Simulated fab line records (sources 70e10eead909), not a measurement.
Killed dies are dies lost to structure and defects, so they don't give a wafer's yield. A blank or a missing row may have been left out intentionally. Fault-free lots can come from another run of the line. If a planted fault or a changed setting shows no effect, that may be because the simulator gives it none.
fab line records | flow nand_harc
[record] lots = 6 | wafers = 18 | last_day = 34
route steps=1302 shown A_M0@1146
lots with no fault: from the same line, run without faults
start_h: hours from the record's opening day to when the first of the lot's shown wafers began | wait_h: hours elapsed since this lot's preceding step | " unchanged from the row above | L1.1+2: several wafers, shown together as one row | - no value present, or no start provided | * or withheld: withheld | < > ~ a bound
route shown NAME@n: a module of which the file shows steps, and the number in the route of the first | usual: mean and standard deviation over wafers with no fault | same: alike in all rows | chamber/n: place in a boat | sites: readings site by site | _std_site: how widely they spread, as a standard deviation | _edge_site: mean of outer sites minus mean of inner sites | radius_mm: how far each site lies from the wafer's centre | mask NAME#n: copy n | behind: the most recent tool/chamber to have shaped the wafer | hold: cause of the lot's hold/its duration in hours/its outcome | device: names the non-switching transistor (n, p or np) | end of line: the tests these same wafers got at the end of their route | step lacking rows: just its recipe | killed: the dies lost at the first sort to structure and to defects; this is not the yield of the wafer | map: dies across one wafer; x = killed, . = not, _ = none there
set.NAME: the setting as run; set.NAME@STEP: as run at that earlier step | model.NAME: the simulator's own value behind a step, which no gauge read
lots at some steps of the route; a table a step, a row a wafer
services: the hour from which a tool's chamber was out of use, counted from the record's first day as start_h (under 0 if before that day), plus the number of hours and why
[[steps]]
[step NHARC_A_M0_DEVELOP_08]
[recipe] develop_time_s = 35 | dev_temp_c = 23
[step NHARC_A_M0_CD_MEAS_09]
[recipe] target_cd_nm = 80 | landing_energy_ev = 500
[usual] cd_nm = 80.2/0.51
lot.wafer | tool      | chamber | start_h | wait_h | cd_nm
L414.1    | cd_sem-01 | 0       | 615.47  | -      | 79.9
L414.2    | "         | 0       | "       | "      | 81.1
L414.5    | "         | 0       | "       | "      | 80.4
L420.2    | cd_sem-01 | 0       | 658.73  | -      | 80.3
L420.5    | "         | 0       | "       | "      | 81.0
L420.6    | "         | 0       | "       | "      | 81.1
L419.1    | cd_sem-03 | 0       | 660.52  | -      | 80.6
L419.3    | "         | 0       | "       | "      | 79.9
L419.5    | "         | 0       | "       | "      | 79.4
L425.1    | cd_sem-03 | 0       | 726.04  | -      | 80.7
L425.3    | "         | 0       | "       | "      | 80.6
L425.4    | "         | 0       | "       | "      | 80.4
L427.1    | cd_sem-01 | 0       | 761.78  | -      | 80.7
L427.3    | "         | 0       | "       | "      | 80.6
L427.4    | "         | 0       | "       | "      | 80.9
L428.1    | cd_sem-02 | 0       | 764.82  | -      | 80.3
L428.4    | "         | 0       | "       | "      | 81.3
L428.5    | "         | 0       | "       | "      | 80.5
[step NHARC_A_M0_OVL_MEAS_10]
[recipe] pitch_nm = 160
[usual] overlay_x_nm = 0.3/0.76 | overlay_y_nm = 0.1/0.63
lot.wafer | tool       | chamber | start_h | wait_h | overlay_x_nm | overlay_y_nm
L414.1    | overlay-01 | -       | 615.56  | -      | -0.4         | -0.2
L414.2    | "          | -       | "       | "      | -0.2         | 0.1
L414.5    | "          | -       | "       | "      | 0.1          | 0.4
L420.2    | overlay-02 | -       | 658.82  | -      | 0.5          | 0.7
L420.5    | "          | -       | "       | "      | 0.1          | 0.0
L420.6    | "          | -       | "       | "      | 0.9          | 0.5
L419.1    | overlay-01 | -       | 660.61  | -      | -0.6         | 0.3
L419.3    | "          | -       | "       | "      | -0.4         | -0.2
L419.5    | "          | -       | "       | "      | -1.2         | 0.2
L425.1    | overlay-01 | -       | 726.13  | -      | 0.1          | 0.4
L425.3    | "          | -       | "       | "      | -0.4         | 1.0
L425.4    | "          | -       | "       | "      | -0.6         | 0.3
L427.1    | overlay-02 | -       | 761.87  | -      | 1.0          | 0.4
L427.3    | "          | -       | "       | "      | 0.3          | 0.7
L427.4    | "          | -       | "       | "      | 0.4          | 0.6
L428.1    | overlay-01 | -       | 764.91  | -      | -0.7         | -0.1
L428.4    | "          | -       | "       | "      | -1.3         | 0.0
L428.5    | "          | -       | "       | "      | -0.7         | 0.0
[step NHARC_A_M0_INSPECT_11]
[usual] raw_defect_count = 87/28
lot.wafer | tool              | chamber | start_h | wait_h | raw_defect_count
L414.1    | defect_inspect-01 | -       | 615.59  | 0.0    | 92
L414.2    | "                 | -       | "       | "      | 83
L414.5    | "                 | -       | "       | "      | 85
L420.2    | defect_inspect-02 | -       | 658.86  | 0.0    | 77
L420.5    | "                 | -       | "       | "      | 67
L420.6    | "                 | -       | "       | "      | 84
L419.1    | defect_inspect-02 | -       | 660.64  | 0.0    | 118
L419.3    | "                 | -       | "       | "      | 111
L419.5    | "                 | -       | "       | "      | 99
L425.1    | defect_inspect-02 | -       | 726.17  | 0.0    | 88
L425.3    | "                 | -       | "       | "      | 129
L425.4    | "                 | -       | "       | "      | 107
L427.1    | defect_inspect-01 | -       | 761.90  | 0.0    | 75
L427.3    | "                 | -       | "       | "      | 95
L427.4    | "                 | -       | "       | "      | 78
L428.1    | defect_inspect-02 | -       | 764.95  | 0.0    | 95
L428.4    | "                 | -       | "       | "      | 86
L428.5    | "                 | -       | "       | "      | 78
[step NHARC_A_M0_DESCUM_14]
[recipe] time_s = 3 | o2_flow_sccm = 200 | ar_flow_sccm = 0 | bias_power_w = 0 | chemistry = O2
[usual] drypump_motor_current_A = 5.6/0.46 | mfc_ar_sccm = 0.004/0.0048 | oes_product_au = 1.000/0.0076 | rf_vpp_V = 57.7/0.9 | showerhead_plenum_p_Torr = 1.93/0.088 | throttle_valve_pct = 11.310/0.0093
[same] bias_power_w = 0
lot.wafer | tool        | chamber | start_h | wait_h | drypump_motor_current_A | mfc_ar_sccm | oes_product_au | rf_hours_counter_h | rf_vpp_V | showerhead_plenum_p_Torr | throttle_valve_pct
L414.2    | rie_diel-10 | 1       | 615.66  | 0.1    | 5.1                     | 0           | 1.005          | 0.8                | 58.6     | 1.93                     | 11.317
L414.1    | "           | 3       | "       | "      | 5.0                     | 0.000       | 1.001          | 0.5                | 58.3     | 1.83                     | 11.299
L414.5    | "           | 1       | "       | "      | 5.1                     | 0           | 1.009          | -                  | 57.0     | 1.93                     | 11.334
L420.2    | rie_diel-01 | 1       | 658.94  | 0.1    | 6.0                     | 0           | 1.000          | 3.9                | 56.6     | 1.97                     | 11.319
L420.5    | "           | 2       | "       | "      | 4.9                     | 0.013       | 0.998          | -                  | 56.3     | 1.89                     | 11.312
L420.6    | "           | 3       | "       | "      | 5.7                     | 0.007       | 1.010          | -                  | 58.8     | 1.88                     | 11.301
L419.3    | rie_diel-10 | 1       | 660.70  | 0.1    | 5.1                     | 0           | 1.009          | 2.6                | 55.6     | 1.93                     | 11.293
L419.1    | "           | 0       | "       | "      | 5.7                     | 0.009       | 1.003          | 2.4                | 58.6     | 1.95                     | 11.315
L419.5    | "           | 1       | "       | "      | 5.1                     | 0           | 1.013          | -                  | 56.4     | 1.93                     | 11.308
L425.3    | rie_diel-07 | 2       | 726.23  | 0.1    | 5.6                     | 0           | 0.994          | 4.2                | 58.9     | 2.00                     | 11.299
L425.4    | "           | 3       | "       | "      | 5.8                     | 0           | 1.005          | 3.4                | 56.2     | 2.04                     | 11.307
L425.1    | "           | 0       | "       | "      | 5.2                     | 0.002       | 1.009          | 2.9                | 56.9     | 2.03                     | 11.317
L427.1    | rie_diel-07 | 1       | 761.96  | 0.1    | 6.6                     | 0.008       | 0.988          | 4.8                | 57.5     | 1.82                     | 11.317
L427.3    | "           | 3       | "       | "      | 5.8                     | 0           | 0.995          | 4.3                | 58.7     | 2.04                     | 11.330
L427.4    | "           | 0       | "       | "      | 5.2                     | 0.002       | 1.000          | 4.0                | 57.3     | 2.03                     | 11.302
L428.4    | rie_diel-07 | 3       | 765.01  | 0.1    | 5.7                     | 0           | 1.015          | 4.4                | 58.2     | 2.04                     | 11.303
L428.1    | "           | 0       | "       | "      | 5.2                     | 0.002       | 1.021          | 4.1                | 58.7     | 2.03                     | 11.298
L428.5    | "           | 0       | "       | "      | 5.2                     | 0.002       | 1.015          | -                  | 58.4     | 2.03                     | 11.321
[step NHARC_A_M0_ETCH_34]
[recipe] target_depth_a = 400 | overetch_a = 120 | time_s = 43.94 | ion_energy_ev = 200 | n2_flow_sccm = 150 | h2_flow_sccm = 150 | ar_flow_sccm = 0 | rf_w = 400 | bias_w = 150 | chemistry = N2/H2
[usual] drypump_motor_current_A = 5.6/0.48 | mfc_ar_sccm = 0.004/0.0048 | oes_product_au = 1.001/0.0071 | rf_vpp_V = 430.6/2.8 | showerhead_plenum_p_Torr = 2.05/0.097 | throttle_valve_pct = 14.171/0.0081
lot.wafer | tool        | chamber | start_h | wait_h | drypump_motor_current_A | mfc_ar_sccm | oes_product_au | rf_hours_counter_h | rf_vpp_V | showerhead_plenum_p_Torr | throttle_valve_pct
L414.2    | rie_diel-10 | 1       | 615.74  | 0.1    | 5.1                     | 0           | 1.015          | 0.8                | 430.9    | 2.06                     | 14.180
L414.1    | "           | 2       | "       | "      | 5.9                     | 0.011       | 0.995          | 0.8                | 427.9    | 1.91                     | 14.163
L414.5    | "           | 2       | "       | "      | 5.9                     | 0.011       | 1.005          | -                  | 426.6    | 1.91                     | 14.162
L420.2    | rie_diel-01 | 0       | 659.01  | 0.1    | 6.2                     | 0           | 0.997          | 3.7                | 435.2    | 2.19                     | 14.161
L420.5    | "           | 3       | "       | "      | 5.7                     | 0.007       | 1.015          | -                  | 430.2    | 2.01                     | 14.162
L420.6    | "           | 0       | "       | "      | 6.2                     | 0           | 1.002          | -                  | 434.5    | 2.19                     | 14.175
L419.3    | rie_diel-10 | 3       | 660.79  | 0.1    | 5.0                     | 0.000       | 1.004          | 2.7                | 426.7    | 1.95                     | 14.164
L419.1    | "           | 0       | "       | "      | 5.7                     | 0.009       | 1.010          | 2.4                | 431.0    | 2.08                     | 14.178
L419.5    | "           | 2       | "       | "      | 5.9                     | 0.011       | 1.001          | -                  | 426.0    | 1.91                     | 14.181
L425.3    | rie_diel-07 | 0       | 726.32  | 0.1    | 5.2                     | 0.002       | 0.999          | 2.9                | 433.4    | 2.17                     | 14.180
L425.1    | "           | 1       | "       | "      | 6.6                     | 0.008       | 1.000          | 3.7                | 427.2    | 1.94                     | 14.169
L425.4    | "           | 2       | "       | "      | 5.6                     | 0           | 0.992          | 4.2                | 433.2    | 2.14                     | 14.175
L427.1    | rie_diel-07 | 1       | 762.05  | 0.1    | 6.6                     | 0.008       | 0.988          | 4.8                | 426.9    | 1.94                     | 14.182
L427.3    | "           | 2       | "       | "      | 5.6                     | 0           | 0.987          | 5.2                | 433.0    | 2.14                     | 14.160
L427.4    | "           | 0       | "       | "      | 5.2                     | 0.002       | 1.008          | 4.0                | 432.2    | 2.17                     | 14.172
L428.4    | rie_diel-07 | 2       | 765.09  | 0.1    | 5.6                     | 0           | 0.997          | 5.3                | 432.4    | 2.14                     | 14.175
L428.1    | "           | 1       | "       | "      | 6.6                     | 0.008       | 0.997          | 4.9                | 427.4    | 1.94                     | 14.166
L428.5    | "           | 2       | "       | "      | 5.6                     | 0           | 0.996          | -                  | 432.8    | 2.14                     | 14.178
[step NHARC_A_M0_ETCH_15]
[recipe] target_depth_a = 1500 | overetch_a = 150 | time_s = 82.5 | c4f8_flow_sccm = withheld | ar_flow_sccm = 400 | rf_w = 600 | bias_w = 300 | chemistry = C4F8/Ar
[usual] oes_product_au = 0.945/0.022 | rf_vpp_V = 441.2/2.8
lot.wafer | tool        | chamber | start_h | wait_h | oes_product_au | rf_hours_counter_h | rf_vpp_V
L414.1    | rie_diel-10 | 3       | -       | -      | 0.971          | 0.6                | 440.6
L414.2    | "           | 2       | "       | "      | 0.983          | 0.8                | 436.7
L414.5    | "           | 3       | "       | "      | 0.978          | -                  | 439.2
L420.2    | rie_diel-01 | 2       | -       | -      | 0.913          | 5.4                | 440.1
L420.5    | "           | 3       | "       | "      | 0.923          | -                  | 441.4
L420.6    | "           | 0       | "       | "      | 0.927          | -                  | 444.3
L419.1    | rie_diel-10 | 1       | -       | -      | 0.953          | 2.6                | 441.7
L419.3    | "           | 2       | "       | "      | 0.962          | 2.9                | 436.5
L419.5    | "           | 1       | "       | "      | 0.960          | -                  | 442.2
L425.4    | rie_diel-07 | 0       | -       | -      | 0.933          | 2.9                | 444.1
L425.1    | "           | 2       | "       | "      | 0.928          | 4.2                | 443.5
L425.3    | "           | 3       | "       | "      | 0.926          | 3.4                | 446.8
L427.4    | rie_diel-07 | 3       | -       | -      | 0.918          | 4.4                | 446.6
L427.3    | "           | 0       | "       | "      | 0.938          | 4.0                | 443.9
L427.1    | "           | 1       | "       | "      | 0.927          | 4.9                | 438.3
L428.4    | rie_diel-07 | 0       | -       | -      | 0.929          | 4.1                | 444.7
L428.1    | "           | 2       | "       | "      | 0.926          | 5.3                | 443.6
L428.5    | "           | 3       | "       | "      | 0.922          | -                  | 445.5
[step NHARC_A_M0_CD_MEAS_16]
[usual] cd_nm = 80.1/0.67
lot.wafer | tool      | chamber | start_h | wait_h | cd_nm
L414.1    | cd_sem-01 | -       | 615.95  | -      | 80.3
L414.2    | "         | -       | "       | "      | 80.6
L414.5    | "         | -       | "       | "      | 80.7
L420.2    | cd_sem-01 | -       | 659.22  | -      | 81.0
L420.5    | "         | -       | "       | "      | 81.7
L420.6    | "         | -       | "       | "      | 82.1
L419.1    | cd_sem-02 | -       | 661.00  | -      | 79.7
L419.3    | "         | -       | "       | "      | 79.5
L419.5    | "         | -       | "       | "      | 79.5
L425.1    | cd_sem-01 | -       | 726.53  | -      | 81.0
L425.3    | "         | -       | "       | "      | 80.7
L425.4    | "         | -       | "       | "      | 80.7
L427.1    | cd_sem-03 | -       | 762.26  | -      | 80.5
L427.3    | "         | -       | "       | "      | 81.1
L427.4    | "         | -       | "       | "      | 80.8
L428.1    | cd_sem-02 | -       | 765.31  | -      | 80.3
L428.4    | "         | -       | "       | "      | 81.2
L428.5    | "         | -       | "       | "      | 79.7
[step NHARC_A_M0_STRIP_18]
[recipe] power_w = 1000 | n2_flow_sccm = 150 | h2_flow_sccm = 150 | ar_flow_sccm = 0 | bias_w = 0 | chemistry = N2/H2
[usual] drypump_motor_current_A = 5.5/0.47 | mfc_ar_sccm = 0.004/0.0048 | oes_product_au = 1.000/0.0073 | rf_vpp_V = 90.7/1.1 | showerhead_plenum_p_Torr = 2.04/0.095 | throttle_valve_pct = 14.171/0.0093
lot.wafer | tool        | chamber | start_h | wait_h | drypump_motor_current_A | mfc_ar_sccm | oes_product_au | rf_hours_counter_h | rf_vpp_V | showerhead_plenum_p_Torr | throttle_valve_pct
L414.2    | rie_diel-10 | 3       | 616.03  | 0.1    | 5.0                     | 0.000       | 1.014          | 0.6                | 91.3     | 1.95                     | 14.171
L414.1    | "           | 2       | "       | "      | 5.9                     | 0.011       | 1.004          | 0.8                | 90.1     | 1.91                     | 14.175
L414.5    | "           | 3       | "       | "      | 5.0                     | 0.000       | 0.999          | -                  | 89.3     | 1.95                     | 14.159
L420.2    | rie_diel-10 | 2       | 659.37  | 0.1    | 5.9                     | 0.011       | 1.002          | 2.8                | 90.3     | 1.91                     | 14.190
L420.5    | "           | 3       | "       | "      | 5.0                     | 0.000       | 1.006          | -                  | 89.6     | 1.95                     | 14.162
L420.6    | "           | 0       | "       | "      | 5.6                     | 0.009       | 1.010          | -                  | 91.2     | 2.08                     | 14.165
L419.3    | rie_diel-01 | 3       | 661.10  | 0.1    | 5.7                     | 0.007       | 1.004          | 4.7                | 89.7     | 2.01                     | 14.175
L419.1    | "           | 1       | "       | "      | 6.0                     | 0           | 1.006          | 4.1                | 91.4     | 2.11                     | 14.175
L419.5    | "           | 2       | "       | "      | 4.8                     | 0.013       | 0.984          | -                  | 92.2     | 2.01                     | 14.187
L425.1    | rie_diel-10 | 1       | 726.61  | 0.1    | 5.1                     | 0           | 1.006          | 5.4                | 91.8     | 2.06                     | 14.175
L425.4    | "           | 3       | "       | "      | 5.0                     | 0.000       | 0.999          | 5.9                | 90.2     | 1.95                     | 14.165
L425.3    | "           | 0       | "       | "      | 5.7                     | 0.009       | 1.005          | 5.9                | 90.2     | 2.08                     | 14.158
L427.3    | rie_diel-07 | 0       | 762.34  | 0.1    | 5.2                     | 0.002       | 1.003          | 4.0                | 92.1     | 2.17                     | 14.187
L427.1    | "           | 2       | "       | "      | 5.6                     | 0           | 0.984          | 5.3                | 92.3     | 2.14                     | 14.160
L427.4    | "           | 3       | "       | "      | 5.8                     | 0           | 0.994          | 4.4                | 91.8     | 2.18                     | 14.167
L428.1    | rie_diel-10 | 2       | 765.38  | 0.1    | 5.9                     | 0.011       | 0.997          | 7.5                | 91.2     | 1.90                     | 14.156
L428.4    | "           | 3       | "       | "      | 5.0                     | 0.000       | 0.996          | -                  | 89.1     | 1.95                     | 14.170
L428.5    | "           | 1       | "       | "      | 5.1                     | 0           | 1.011          | -                  | 90.3     | 2.06                     | 14.173
[step NHARC_A_M0_STRIP_19]
[recipe] time_s = 600 | temp_c = 30 | chemistry = post_etch_residue_remover
[step NHARC_A_M0_DEGAS_28]
[recipe] temp_c = 250 | time_s = 60
[step NHARC_A_M0_PRE_CLEAN_29]
[recipe] time_s = 30 | temp_c = 280 | gas = H2/He
[step NHARC_A_M0_PVD_20]
[recipe] target_thk_a = 50 | bias_v = 168.6 | power_w = 15000 | chamber_pressure_pa = 0.12 | time_s = 8.06 | substrate_temp_c = 50 | material = TaN
[usual] bias_v = 168.7/1.6 | cathode_dc_power_W = 15000/2.6 | throttle_valve_pct = 29.8/0.91
lot.wafer | tool           | chamber | start_h | wait_h | bias_v | cathode_dc_power_W | throttle_valve_pct
L414.2    | pvd_sputter-03 | -       | 616.69  | -      | 170.0  | 15002              | 30.2
L414.1    | "              | -       | "       | "      | 168.4  | 15002              | 30.2
L414.5    | "              | -       | "       | "      | 170.1  | 15000              | 28.7
L420.2    | pvd_sputter-01 | -       | 659.97  | -      | -      | -                  | -
L420.6    | "              | -       | "       | "      | -      | -                  | -
L420.5    | "              | -       | "       | "      | -      | -                  | -
L419.3    | pvd_sputter-01 | -       | 661.78  | -      | -      | -                  | -
L419.1    | "              | -       | "       | "      | -      | -                  | -
L419.5    | "              | -       | "       | "      | -      | -                  | -
L425.4    | pvd_sputter-02 | -       | 727.26  | -      | 171.0  | 15001              | 29.0
L425.1    | "              | -       | "       | "      | 169.5  | 14997              | 30.2
L425.3    | "              | -       | "       | "      | 167.8  | 14997              | 29.6
L427.1    | pvd_sputter-03 | -       | 762.99  | -      | 167.8  | 14999              | 27.2
L427.4    | "              | -       | "       | "      | 167.1  | 14999              | 29.5
L427.3    | "              | -       | "       | "      | 170.5  | 15004              | 30.1
L428.1    | pvd_sputter-01 | -       | 766.10  | -      | 169.2  | 15007              | 29.4
L428.4    | "              | -       | "       | "      | 170.3  | 15000              | 31.3
L428.5    | "              | -       | "       | "      | 167.1  | 14998              | 29.3
[step NHARC_A_M0_PVD_21]
[recipe] target_thk_a = 300 | chamber_pressure_pa = 5 | power_w = 5000 | substrate_temp_c = 30 | time_s = 20.49 | material = Cu
[usual] cathode_dc_power_W = 5000.0/0.96 | chamber_pressure_pa = 5.000/0.011 | throttle_valve_pct = 29.9/0.91
lot.wafer | tool           | chamber | start_h | wait_h | cathode_dc_power_W | chamber_pressure_pa | throttle_valve_pct
L414.1    | pvd_sputter-03 | -       | -       | -      | 4999.6             | 5.004               | 30.1
L414.2    | "              | -       | "       | "      | 4999.8             | 5.008               | 28.7
L414.5    | "              | -       | "       | "      | 4999.4             | 4.992               | 30.3
L420.2    | pvd_sputter-01 | -       | -       | -      | 5000.1             | 5.000               | 29.3
L420.5    | "              | -       | "       | "      | 5001.2             | 4.985               | 29.2
L420.6    | "              | -       | "       | "      | 4999.8             | 5.009               | 30.3
L419.3    | pvd_sputter-01 | -       | -       | -      | 5000.1             | 5.005               | 29.9
L419.1    | "              | -       | "       | "      | 4998.7             | 5.008               | 31.1
L419.5    | "              | -       | "       | "      | 5001.0             | 5.011               | 29.3
L425.4    | pvd_sputter-02 | -       | -       | -      | 4999.4             | 5.001               | 29.8
L425.1    | "              | -       | "       | "      | 4999.4             | 5.008               | 30.0
L425.3    | "              | -       | "       | "      | 4999.4             | 5.014               | 31.0
L427.4    | pvd_sputter-03 | -       | -       | -      | 4998.9             | 5.005               | 30.1
L427.1    | "              | -       | "       | "      | 4998.2             | 5.000               | 27.3
L427.3    | "              | -       | "       | "      | 4998.6             | 4.992               | 28.8
L428.4    | pvd_sputter-01 | -       | -       | -      | 4998.7             | 5.000               | 29.3
L428.1    | "              | -       | "       | "      | 5000.3             | 4.988               | 31.1
L428.5    | "              | -       | "       | "      | 5001.7             | 5.004               | 29.1
[[services]]
tool           | chamber | start_h | hours | kind
rie_diel-10    | -       | 596.54  | 9.0   | pm
rie_diel-10    | 0       | 596.54  | 9.0   | vent_cycle
rie_diel-10    | 1       | 596.54  | 9.0   | vent_cycle
pvd_sputter-01 | -       | 612.23  | 2.2   | repair
pvd_sputter-03 | -       | 621.66  | 4.8   | repair
rie_diel-01    | 1       | 636.02  | 13.9  | repair
pvd_sputter-02 | -       | 636.87  | 4.8   | repair
pvd_sputter-03 | -       | 640.45  | 0.6   | repair
pvd_sputter-02 | -       | 641.68  | 10.0  | pm
rie_diel-07    | -       | 648.20  | 9.0   | pm
pvd_sputter-03 | -       | 660.06  | 1.9   | repair
pvd_sputter-02 | -       | 677.98  | 1.5   | repair
pvd_sputter-03 | -       | 705.19  | 10.0  | pm
pvd_sputter-01 | -       | 706.23  | 2.1   | repair
pvd_sputter-01 | -       | 710.03  | 4.0   | repair
rie_diel-10    | 1       | 713.57  | 7.9   | repair
rie_diel-01    | -       | 734.93  | 9.0   | pm
rie_diel-10    | 0       | 744.14  | 3.6   | repair
pvd_sputter-03 | -       | 752.05  | 0.5   | repair
pvd_sputter-03 | -       | 753.27  | 1.1   | repair
rie_diel-01    | 0       | 755.07  | 6.3   | repair
rie_diel-01    | 3       | 756.23  | 6.2   | repair
rie_diel-10    | 3       | 759.96  | 4.0   | repair
rie_diel-10    | 0       | 760.40  | 13.6  | repair
[[key]]
[first_sign] step = NHARC_A_M0_PVD_20 | reading = tool_record | direction = missing
effect none on later readings
met_at NHARC_A_M0_PVD_20
struck_wafers L419.1,L419.3,L419.5,L420.2,L420.5,L420.6
later_rows_left_out L419.1,L419.3,L419.5,L420.2,L420.5,L420.6
sort_left_out L419.1,L419.3,L419.5,L420.2,L420.5,L420.6
[fault] kind = skipped_step_whole | tool = pvd_sputter-01 | chamber = - | onset_h = 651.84 | steps = NHARC_A_M0_PVD_20 | scope = struck_lots_only
// sort_left_out: the simulated sort isn't trusted on such a fault, so these wafers' sort isn't shown, and their yield isn't known
// later_rows_left_out: the simulator's readings of these wafers behind a module that went badly wrong aren't trusted and aren't shown, but for the sort
